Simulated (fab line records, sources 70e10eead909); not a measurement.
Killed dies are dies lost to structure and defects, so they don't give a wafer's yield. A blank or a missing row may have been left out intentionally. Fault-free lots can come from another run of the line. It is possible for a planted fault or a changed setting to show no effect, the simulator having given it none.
Matching of chambers ; flow nandHarc ; NHARC_A_M1_CMP_23 on cmp-04 has 4 sister chambers
The step polishes, t overpolish 20 s, target thk 154.34 nm. 4 wafers are shown with their chamber, then 8 later ones without.

== WAFERS WITH THEIR CHAMBER ==
wafer;chamber;motorCurrentA (A)
L296.4;0;12.1
L301.1;1;14.0
L313.5;2;13.7
L316.1;3;10.7

== WAFERS WITHOUT THEIR CHAMBER ==
wafer;motorCurrentA (A)
L316.3;14.4
L316.6;13.3
L315.2;10.7
L315.5;12.2
L315.6;11.3
L317.3;12.0
L317.4;14.2
L317.6;13.6

== EACH ONE'S CHAMBER ==
wafer;from the rows above;in truth
L316.3;can't be placed: 1 or 2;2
L316.6;can't be placed: 2 or 1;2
L315.2;3;3
L315.5;0;0
L315.6;can't be placed: 3 or 0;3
L317.3;0;0
L317.4;can't be placed: 1 or 2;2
L317.6;can't be placed: 2 or 1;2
3 of 8 placed correctly. Not placeable from these rows: 5 (in 5, the candidates include the true chamber). Number placed wrongly: 0.
How it was worked out, from the rows above alone: a wafer's distance from a chamber is the root of the sum, over the readings, of the square of ((its reading less the chamber's mean) divided by the reading's scatter). If the next closest chamber is less than 2 further off than the closest, the wafer can't be placed; otherwise it belongs to the closest. A chamber's mean is the mean of its shown wafers. The scatter: root of mean squared gap, hidden wafer to nearest shown wafer, with one shown wafer a chamber.
